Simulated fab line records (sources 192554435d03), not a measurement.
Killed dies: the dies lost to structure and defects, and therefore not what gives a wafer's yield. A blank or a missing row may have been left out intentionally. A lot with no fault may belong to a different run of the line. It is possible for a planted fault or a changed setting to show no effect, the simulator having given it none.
Which tool was responsible? :: flow n5_finfet :: Sampling: 9 lots, 25 wafers, 5 of 1938 route steps

WHAT THE GAUGES READ, wafer by wafer
N5_BEOL_M4_THK_MEAS_01. Usual: M4_ILD_THK typically reads 78.9 nm, with standard deviation 0.89.
lot: L869
measured: day 7 14:06
on: film_metro-01
M4_ILD_THK (nm): 77.7 79.2 79.0
flag: 

lot: L873
measured: day 8 18:42
on: film_metro-01
M4_ILD_THK (nm): 77.4 77.8 79.7
flag: 

lot: L877
measured: day 10 00:34
on: film_metro-01
M4_ILD_THK (nm): 79.3 78.7 79.8
flag: 

lot: L880
measured: day 10 10:28
on: film_metro-01
M4_ILD_THK (nm): 77.6 78.6 79.0
flag: 

lot: L881
measured: day 10 13:32
on: film_metro-01
M4_ILD_THK (nm): 78.1 79.1 79.0
flag: 

lot: L883
measured: day 11 03:47
on: film_metro-01
M4_ILD_THK (nm): 79.6 79.6 79.3
flag: 

lot: L885
measured: day 11 09:50
on: film_metro-02
M4_ILD_THK (nm): 78.5 80.0
flag: 

lot: L890
measured: day 13 08:19
on: film_metro-02
M4_ILD_THK (nm): 78.4 77.5
flag: 

lot: L892
measured: day 13 19:19
on: film_metro-02
M4_ILD_THK (nm): 78.4 79.9 80.6
flag: 

N5_BEOL_M4_RC_MEAS_101. Usual: DIBL_N 36.2 mV/V, standard deviation 1.5; DIBL_P 36.4 mV/V, standard deviation 2.1; IOFF_N 0.16 nA/um, standard deviation 0.031; IOFF_P 0.21 nA/um, standard deviation 0.037; ION_N 679 uA/um, standard deviation 11; ION_P 465 uA/um, standard deviation 7.7; SS_N 71.4 mV/dec, standard deviation 0.55; SS_P 73.2 mV/dec, standard deviation 0.63; VT_N 249 mV, standard deviation 3.3; VT_P -250 mV, standard deviation 3.4.
lot: L869
measured: day 8 03:11
on: prober-02
DIBL_N (mV/V): 36.6 37.2 39.9
DIBL_P (mV/V): 38.2 38.7 40.6
IOFF_N (nA/um): 0.15 0.17 0.22
IOFF_P (nA/um): 0.21 0.21 0.24
ION_N (uA/um): 675 677 694
ION_P (uA/um): 463 462 465
SS_N (mV/dec): 72.2 71.7 72.0
SS_P (mV/dec): 74.0 73.7 74.3
VT_N (mV): 249 247 244
VT_P (mV): -253 -252 -250
flag: 

lot: L873
measured: day 9 02:04
on: prober-01
DIBL_N (mV/V): 36.2 36.6 36.1
DIBL_P (mV/V): 35.0 36.3 35.0
IOFF_N (nA/um): 0.17 0.18 0.16
IOFF_P (nA/um): 0.23 0.25 0.24
ION_N (uA/um): 682 670 667
ION_P (uA/um): 467 465 464
SS_N (mV/dec): 72.2 71.1 71.3
SS_P (mV/dec): 73.1 73.9 74.1
VT_N (mV): 249 248 251
VT_P (mV): -249 -244 -244
flag: 

lot: L877
measured: day 10 09:13
on: prober-01
DIBL_N (mV/V): 36.1 34.5 35.3
DIBL_P (mV/V): 35.9 33.3 34.8
IOFF_N (nA/um): 0.14 0.12 0.13
IOFF_P (nA/um): 0.20 0.17 0.19
ION_N (uA/um): 680 670 670
ION_P (uA/um): 464 462 464
SS_N (mV/dec): 71.7 70.9 72.1
SS_P (mV/dec): 72.7 72.8 73.1
VT_N (mV): 251 253 254
VT_P (mV): -251 -254 -253
flag: 

lot: L880
measured: day 10 20:01
on: prober-02
DIBL_N (mV/V): 32.9 34.6 35.7
DIBL_P (mV/V): 34.8 36.6 38.1
IOFF_N (nA/um): 0.12 0.14 0.16
IOFF_P (nA/um): 0.17 0.19 0.21
ION_N (uA/um): 679 674 683
ION_P (uA/um): 470 462 466
SS_N (mV/dec): 70.5 70.4 71.0
SS_P (mV/dec): 72.2 72.8 73.8
VT_N (mV): 253 253 252
VT_P (mV): -253 -251 -252
flag: 

lot: L881
measured: day 11 07:14
on: prober-02
DIBL_N (mV/V): 38.8 34.0 37.5
DIBL_P (mV/V): 39.5 34.5 38.3
IOFF_N (nA/um): 0.22 0.14 0.20
IOFF_P (nA/um): 0.29 0.21 0.27
ION_N (uA/um): 700 680 692
ION_P (uA/um): 477 470 481
SS_N (mV/dec): 72.2 70.5 72.0
SS_P (mV/dec): 73.8 72.9 73.9
VT_N (mV): 244 250 248
VT_P (mV): -246 -247 -247
flag: 

lot: L883
measured: day 11 14:49
on: prober-01
DIBL_N (mV/V): 37.4 35.4 37.1
DIBL_P (mV/V): 36.0 35.0 36.2
IOFF_N (nA/um): 0.17 0.14 0.16
IOFF_P (nA/um): 0.22 0.20 0.22
ION_N (uA/um): 666 672 683
ION_P (uA/um): 461 463 470
SS_N (mV/dec): 72.2 71.1 72.7
SS_P (mV/dec): 73.8 73.4 73.7
VT_N (mV): 253 254 253
VT_P (mV): -248 -253 -249
flag: 

lot: L885
measured: day 12 00:58
on: prober-01
DIBL_N (mV/V): 35.5 35.5
DIBL_P (mV/V): 35.5 35.3
IOFF_N (nA/um): 0.15 0.15
IOFF_P (nA/um): 0.22 0.23
ION_N (uA/um): 667 674
ION_P (uA/um): 463 472
SS_N (mV/dec): 71.1 70.9
SS_P (mV/dec): 72.8 73.2
VT_N (mV): 248 248
VT_P (mV): -247 -246
flag: 

lot: L890
measured: day 13 20:05
on: prober-01
DIBL_N (mV/V): 33.8 36.4
DIBL_P (mV/V): 33.1 36.4
IOFF_N (nA/um): 0.12 0.17
IOFF_P (nA/um): 0.17 0.22
ION_N (uA/um): 663 692
ION_P (uA/um): 462 474
SS_N (mV/dec): 70.7 71.4
SS_P (mV/dec): 72.3 73.4
VT_N (mV): 251 245
VT_P (mV): -253 -247
flag: 

lot: L892
measured: day 14 04:31
on: prober-02
DIBL_N (mV/V): 35.0 36.9 37.2
DIBL_P (mV/V): 35.3 36.5 36.8
IOFF_N (nA/um): 0.16 0.17 0.19
IOFF_P (nA/um): 0.21 0.21 0.22
ION_N (uA/um): 693 682 680
ION_P (uA/um): 463 467 465
SS_N (mV/dec): 70.4 72.3 71.8
SS_P (mV/dec): 73.5 74.0 74.4
VT_N (mV): 248 251 248
VT_P (mV): -250 -249 -250
flag: 

WHICH TOOL RAN EACH LOT (tool, then ch and the chambers of the sampled wafers, then the start)
lot: L869
N5_BEOL_M4_PECVD_72: pecvd-01 ch 0,2, day 7 14:08
N5_BEOL_M4_ETCH_63: rie_diel-02 ch 0,1,3, day 7 16:13
N5_BEOL_M4_ETCH_64: rie_diel-02 ch 0,1,3, day 7 16:15

lot: L873
N5_BEOL_M4_PECVD_72: pecvd-01 ch 0,1,2, day 8 18:44
N5_BEOL_M4_ETCH_63: rie_diel-03 ch 0,2,3, day 8 19:33
N5_BEOL_M4_ETCH_64: rie_diel-03 ch 0,2,3, day 8 19:35

lot: L877
N5_BEOL_M4_PECVD_72: pecvd-04 ch 0,2, day 10 00:37
N5_BEOL_M4_ETCH_63: rie_diel-01 ch 1,3, day 10 02:12
N5_BEOL_M4_ETCH_64: rie_diel-01 ch 1,3, day 10 02:14

lot: L880
N5_BEOL_M4_PECVD_72: pecvd-04 ch 1,2, day 10 10:31
N5_BEOL_M4_ETCH_63: rie_diel-02 ch 0,1,2, day 10 11:16
N5_BEOL_M4_ETCH_64: rie_diel-02 ch 0,1,2, day 10 11:17

lot: L881
N5_BEOL_M4_PECVD_72: pecvd-03 ch 1,2, day 10 13:35
N5_BEOL_M4_ETCH_63: rie_diel-01 ch 1,2, day 10 16:27
N5_BEOL_M4_ETCH_64: rie_diel-01 ch 1,2, day 10 16:29

lot: L883
N5_BEOL_M4_PECVD_72: pecvd-01 ch 0,1, day 11 03:50
N5_BEOL_M4_ETCH_63: rie_diel-02 ch 1,2,3, day 11 04:37
N5_BEOL_M4_ETCH_64: rie_diel-02 ch 1,2,3, day 11 04:39

lot: L885
N5_BEOL_M4_PECVD_72: pecvd-04 ch 0,2, day 11 09:52
N5_BEOL_M4_ETCH_63: rie_diel-02 ch 1,2, day 11 10:29
N5_BEOL_M4_ETCH_64: rie_diel-02 ch 1,2, day 11 10:31

lot: L890
N5_BEOL_M4_PECVD_72: pecvd-04 ch 0,2, day 13 08:21
N5_BEOL_M4_ETCH_63: rie_diel-03 ch 0,1, day 13 09:32
N5_BEOL_M4_ETCH_64: rie_diel-03 ch 0,1, day 13 09:34

lot: L892
N5_BEOL_M4_PECVD_72: pecvd-04 ch 0,2, day 13 19:20
N5_BEOL_M4_ETCH_63: rie_diel-02 ch 0,1,3, day 13 20:08
N5_BEOL_M4_ETCH_64: rie_diel-02 ch 0,2,3, day 13 20:09
- N5_BEOL_M4_PECVD_72: deposits SiO2 from TEOS/O2, target thk 16 nm, time 18 s.
- N5_BEOL_M4_ETCH_63: etches SiARC in CF4, target depth 15.6 nm, time 26 s.
- N5_BEOL_M4_ETCH_64: etches SOC in N2/H2, target depth 75 nm, overetch 22.5 nm, time 121.9 s.

AS READ BY THE TOOLS THEMSELVES (means over the sampled wafers that have a number; for cases with no such wafer, the mark the record gives instead)
N5_BEOL_M4_PECVD_72. Usual: heater_power_w 711 W, standard deviation 86; showerhead_plenum_p_Torr 8.74 Torr, standard deviation 0.059; susceptor_temp_C 400.03 C, standard deviation 0.22; throttle_valve_pct 22.4 %, standard deviation 1.1.
lot: L869
tool: pecvd-01
heater_power_w (W): 748
showerhead_plenum_p_Torr (Torr): 8.72
susceptor_temp_C (C): 400.11
throttle_valve_pct (%): 22.5
flag: 

lot: L873
tool: pecvd-01
heater_power_w (W): 733
showerhead_plenum_p_Torr (Torr): 8.71
susceptor_temp_C (C): 400.31
throttle_valve_pct (%): 22.2
flag: 

lot: L877
tool: pecvd-04
heater_power_w (W): 642
showerhead_plenum_p_Torr (Torr): 8.76
susceptor_temp_C (C): 400.12
throttle_valve_pct (%): 22.0
flag: 

lot: L880
tool: pecvd-04
heater_power_w (W): 761
showerhead_plenum_p_Torr (Torr): 8.82
susceptor_temp_C (C): 400.03
throttle_valve_pct (%): 21.9
flag: 

lot: L881
tool: pecvd-03
heater_power_w (W): 798
showerhead_plenum_p_Torr (Torr): 8.76
susceptor_temp_C (C): 399.99
throttle_valve_pct (%): 22.4
flag: 

lot: L883
tool: pecvd-01
heater_power_w (W): 666
showerhead_plenum_p_Torr (Torr): 8.73
susceptor_temp_C (C): 399.85
throttle_valve_pct (%): 22.4
flag: 

lot: L885
tool: pecvd-04
heater_power_w (W): 671
showerhead_plenum_p_Torr (Torr): 8.72
susceptor_temp_C (C): 399.86
throttle_valve_pct (%): 22.5
flag: 

lot: L890
tool: pecvd-04
heater_power_w (W): 716
showerhead_plenum_p_Torr (Torr): 8.73
susceptor_temp_C (C): 400.06
throttle_valve_pct (%): 22.2
flag: 

lot: L892
tool: pecvd-04
heater_power_w (W): 687
showerhead_plenum_p_Torr (Torr): 8.71
susceptor_temp_C (C): 400.14
throttle_valve_pct (%): 23.1
flag: 

N5_BEOL_M4_ETCH_63. Usual: cf4_flow_sccm 99.99 sccm (standard deviation 0.27); drypump_motor_current_A 5.49 A (standard deviation 0.29); etch_rf_on_time_s 25.5 s (standard deviation 0.64); oes_product_au 0.69 a.u. (standard deviation 0.074); rf_vpp_V 183.6 V (standard deviation 1.2); showerhead_plenum_p_Torr 2.12 Torr (standard deviation 0.069); throttle_valve_pct 15.63 % (standard deviation 0.24).
lot: L869
tool: rie_diel-02
cf4_flow_sccm (sccm): 99.81
drypump_motor_current_A (A): 5.24
etch_rf_on_time_s (s): 26.2
oes_product_au (a.u.): 0.60
rf_vpp_V (V): 183.0
showerhead_plenum_p_Torr (Torr): 2.08
throttle_valve_pct (%): 15.81
flag: 

lot: L873
tool: rie_diel-03
cf4_flow_sccm (sccm): 99.85
drypump_motor_current_A (A): 5.63
etch_rf_on_time_s (s): 25.7
oes_product_au (a.u.): 0.69
rf_vpp_V (V): 183.1
showerhead_plenum_p_Torr (Torr): 2.11
throttle_valve_pct (%): 15.77
flag: 

lot: L877
tool: rie_diel-01
cf4_flow_sccm (sccm): 99.81
drypump_motor_current_A (A): 5.21
etch_rf_on_time_s (s): 25.0
oes_product_au (a.u.): 0.69
rf_vpp_V (V): 183.8
showerhead_plenum_p_Torr (Torr): 2.16
throttle_valve_pct (%): 15.48
flag: 

lot: L880
tool: rie_diel-02
cf4_flow_sccm (sccm): 100.26
drypump_motor_current_A (A): 5.40
etch_rf_on_time_s (s): 25.4
oes_product_au (a.u.): 0.73
rf_vpp_V (V): 183.7
showerhead_plenum_p_Torr (Torr): 2.12
throttle_valve_pct (%): 15.48
flag: 

lot: L881
tool: rie_diel-01
cf4_flow_sccm (sccm): 100.10
drypump_motor_current_A (A): 5.64
etch_rf_on_time_s (s): 25.0
oes_product_au (a.u.): 0.71
rf_vpp_V (V): 184.1
showerhead_plenum_p_Torr (Torr): 2.16
throttle_valve_pct (%): 15.73
flag: 

lot: L883
tool: rie_diel-02
cf4_flow_sccm (sccm): 100.00
drypump_motor_current_A (A): 5.37
etch_rf_on_time_s (s): 27.4
oes_product_au (a.u.): 0.71
rf_vpp_V (V): 183.1
showerhead_plenum_p_Torr (Torr): 2.12
throttle_valve_pct (%): 15.56
flag: 

lot: L885
tool: rie_diel-02
cf4_flow_sccm (sccm): 100.26
drypump_motor_current_A (A): 5.37
etch_rf_on_time_s (s): 27.4
oes_product_au (a.u.): 0.76
rf_vpp_V (V): 184.6
showerhead_plenum_p_Torr (Torr): 2.16
throttle_valve_pct (%): 15.36
flag: 

lot: L890
tool: rie_diel-03
cf4_flow_sccm (sccm): 100.02
drypump_motor_current_A (A): 5.64
etch_rf_on_time_s (s): 25.6
oes_product_au (a.u.): 0.64
rf_vpp_V (V): 184.6
showerhead_plenum_p_Torr (Torr): 2.15
throttle_valve_pct (%): 15.89
flag: 

lot: L892
tool: rie_diel-02
cf4_flow_sccm (sccm): 100.13
drypump_motor_current_A (A): 5.26
etch_rf_on_time_s (s): 25.8
oes_product_au (a.u.): 0.66
rf_vpp_V (V): 182.9
showerhead_plenum_p_Torr (Torr): 2.06
throttle_valve_pct (%): 15.73
flag: 

N5_BEOL_M4_ETCH_64. Usual: drypump_motor_current_A 5.50 A, standard deviation 0.29; oes_product_au 0.61 a.u., standard deviation 0.061; rf_vpp_V 522.8 V, standard deviation 2.5; showerhead_plenum_p_Torr 2.51 Torr, standard deviation 0.09; temp_c 40.01 C, standard deviation 0.12; throttle_valve_pct 17.82 %, standard deviation 0.26.
lot: L869
tool: rie_diel-02
drypump_motor_current_A (A): 5.24
oes_product_au (a.u.): 0.54
rf_vpp_V (V): 522.1
showerhead_plenum_p_Torr (Torr): 2.45
temp_c (C): 40.09
throttle_valve_pct (%): 17.95
flag: 

lot: L873
tool: rie_diel-03
drypump_motor_current_A (A): 5.63
oes_product_au (a.u.): 0.61
rf_vpp_V (V): 521.3
showerhead_plenum_p_Torr (Torr): 2.49
temp_c (C): 39.95
throttle_valve_pct (%): 17.88
flag: 

lot: L877
tool: rie_diel-01
drypump_motor_current_A (A): 5.22
oes_product_au (a.u.): 0.60
rf_vpp_V (V): 524.6
showerhead_plenum_p_Torr (Torr): 2.56
temp_c (C): 40.02
throttle_valve_pct (%): 17.79
flag: 

lot: L880
tool: rie_diel-02
drypump_motor_current_A (A): 5.40
oes_product_au (a.u.): 0.64
rf_vpp_V (V): 522.5
showerhead_plenum_p_Torr (Torr): 2.50
temp_c (C): 39.90
throttle_valve_pct (%): 17.62
flag: 

lot: L881
tool: rie_diel-01
drypump_motor_current_A (A): 5.67
oes_product_au (a.u.): 0.62
rf_vpp_V (V): 524.0
showerhead_plenum_p_Torr (Torr): 2.57
temp_c (C): 39.92
throttle_valve_pct (%): 18.00
flag: 

lot: L883
tool: rie_diel-02
drypump_motor_current_A (A): 5.37
oes_product_au (a.u.): 0.65
rf_vpp_V (V): 522.0
showerhead_plenum_p_Torr (Torr): 2.50
temp_c (C): 40.02
throttle_valve_pct (%): 17.73
flag: 

lot: L885
tool: rie_diel-02
drypump_motor_current_A (A): 5.37
oes_product_au (a.u.): 0.70
rf_vpp_V (V): 524.5
showerhead_plenum_p_Torr (Torr): 2.53
temp_c (C): 39.95
throttle_valve_pct (%): 17.46
flag: 

lot: L890
tool: rie_diel-03
drypump_motor_current_A (A): 5.65
oes_product_au (a.u.): 0.56
rf_vpp_V (V): 524.5
showerhead_plenum_p_Torr (Torr): 2.54
temp_c (C): 40.05
throttle_valve_pct (%): 18.06
flag: 

lot: L892
tool: rie_diel-02
drypump_motor_current_A (A): 5.53
oes_product_au (a.u.): 0.57
rf_vpp_V (V): 521.4
showerhead_plenum_p_Torr (Torr): 2.46
temp_c (C): 39.95
throttle_valve_pct (%): 17.94
flag: 

THE ANSWER, worked out from the rows above alone
Rule: a lot counts as off when the mean over its wafers that have a number is more than 3 standard deviations away from the usual mean. A lot without any number at a reading at which 4 lots or more have one is off too. Where the step has rows for the other lots, those lots are counted as sound. The gauges are gone through in route order, then the tools' own readings, and for those a lot's mean is taken as printed above. At the first step where some lot is off, the reading lying furthest off is the one used; lots without a number count as furthest.
No lot is off on any of the readings shown, so nothing can be concluded from this.

WHAT THE SIMULATOR HAD PUT IN
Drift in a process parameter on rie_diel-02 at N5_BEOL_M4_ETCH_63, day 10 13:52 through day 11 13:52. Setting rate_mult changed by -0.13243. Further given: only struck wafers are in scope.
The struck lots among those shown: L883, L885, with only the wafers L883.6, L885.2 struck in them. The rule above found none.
